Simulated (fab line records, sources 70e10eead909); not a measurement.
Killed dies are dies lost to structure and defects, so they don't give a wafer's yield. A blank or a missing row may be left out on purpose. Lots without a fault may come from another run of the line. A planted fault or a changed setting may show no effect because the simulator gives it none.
A struck lot beside a sound one | flow nand_harc | 14 steps out of a route of 1302
Sound: wafers L925.1, L925.2, L925.6. Struck: wafers L921.4, L921.5, L921.6. The cause comes at the end.
At each step with rows: each side's tool, then ch and its chambers, then its first start. Under that, the readings that differ: sound wafers | struck wafers | difference of the means | sigmas: that difference in standard deviations of wafers without a fault.
alike: readings whose means differ by less than 2 such deviations, and words and numbers that are the same on both sides. not compared: withheld readings, readings that some wafer has no value for, bounds like >300 that may hide the same value, and numbers for which the record gives no deviation and whose values overlap.
The two part at a step that has a row with sigmas, a row that says differs or no value, or rows on one side only. Numbers that don't overlap but have no deviation are shown without sigmas and don't part them. A reading that every wafer of one side lacks parts them only if that side has two wafers or more.

first, 1 step without rows for these wafers: NHARC_A_CHANNEL_HOLE_D2_SRD_30.
NHARC_A_CHANNEL_HOLE_D2_CD_MEAS_31:
  sound on cd_sem-01, day 22 07:34; struck on cd_sem-03, day 21 01:29
  reading    | sound          | struck         | difference | sigmas
  cd_nm (nm) | 88.7 88.6 88.3 | 90.7 91.7 92.3 | +3.0       | +3
NHARC_A_CHANNEL_HOLE_D2_XSEM_32:
  sound on xsem-02 ch 0, day 22 07:40; struck on xsem-01 ch 0, day 21 01:35
  reading        | sound          | struck         | difference | sigmas
  bot_cd_nm (nm) | 73.3 73.4 73.4 | 75.7 76.4 77.3 | +3.1       | +3
  alike: bow_nm, tilt_deg
NHARC_A_CHANNEL_HOLE_D2_INSPECT_40:
  sound on defect_inspect-02, day 22 07:46; struck on defect_inspect-02, day 21 01:40
  alike: raw_defect_count
then, 2 steps without rows for these wafers: NHARC_A_CHANNEL_FILL_D2_PRECLEAN_00 (cleans in SC1); NHARC_A_CHANNEL_FILL_D2_SRD_01.
NHARC_A_CHANNEL_FILL_D2_ALD_02: deposits SiO2, target thk 6 nm, pulse time 10 s, ald cycles 60.
  sound on ald_hk-01 ch 2,3, day 22 07:58; struck on ald_hk-01 ch 0,3, day 21 04:23
  alike: heater_power_w, precursor_pulse_height_rel
NHARC_A_CHANNEL_FILL_D2_ALD_03: deposits SiNx, target thk 6 nm, pulse time 60 s, ald cycles 58.
  sound on ald_sin_batch-02 ch 0; struck on ald_sin_batch-02 ch 0
  alike: chamber_pressure_Torr, precursor_pulse_height_rel
NHARC_A_CHANNEL_FILL_D2_ALD_14: deposits SiO2, target thk 2.5 nm, pulse time 10 s, ald cycles 25.
  sound on ald_hk-04 ch 0,2,3, day 22 16:04; struck on ald_hk-01 ch 0,1,3, day 21 11:29
  alike: heater_power_w, precursor_pulse_height_rel
then, 3 steps without rows for these wafers: NHARC_A_CHANNEL_FILL_D2_ALD_15 (deposits SiNx, target thk 2 nm, pulse time 60 s, ald cycles 19); NHARC_A_CHANNEL_FILL_D2_ALD_16 (deposits SiO2, target thk 1.5 nm, pulse time 10 s, ald cycles 15); NHARC_A_CHANNEL_FILL_D2_ANNEAL_17 (time 1800 s).
NHARC_A_CHANNEL_FILL_D2_CVD_18: deposits poly-Si, target thk 3 nm.
  sound on lpcvd_poly-04 ch 0, day 23 06:32; struck on lpcvd_poly-04, day 22 02:31
  no value came back on the struck wafers for spike_tc_bottom_C (C), spike_tc_centre_C (C), spike_tc_upper_C (C), zone_power_centre_pct (%); on the sound wafers spike_tc_bottom_C (C) reads 570.8 571.4 568.7
NHARC_A_CHANNEL_FILL_D2_ETCHBACK_19: etches the open film in HBr/Cl2, target depth 5 nm, time 1.7 s.
  sound on rie_si-01 ch 0,1, day 23 08:37; struck on rie_si-05 ch 0,2,3, day 22 04:35
  alike: drypump_motor_current_A, he_backside_leak_sccm, oes_product_au, throttle_valve_pct
  not compared: rf_hours_counter_h

WHERE THEY PART
First at NHARC_A_CHANNEL_HOLE_D2_CD_MEAS_31; last, within this record, at NHARC_A_CHANNEL_FILL_D2_CVD_18. Later steps at which nothing parts them and some readings are alike: NHARC_A_CHANNEL_FILL_D2_ETCHBACK_19.

WHY: what the simulator had put in
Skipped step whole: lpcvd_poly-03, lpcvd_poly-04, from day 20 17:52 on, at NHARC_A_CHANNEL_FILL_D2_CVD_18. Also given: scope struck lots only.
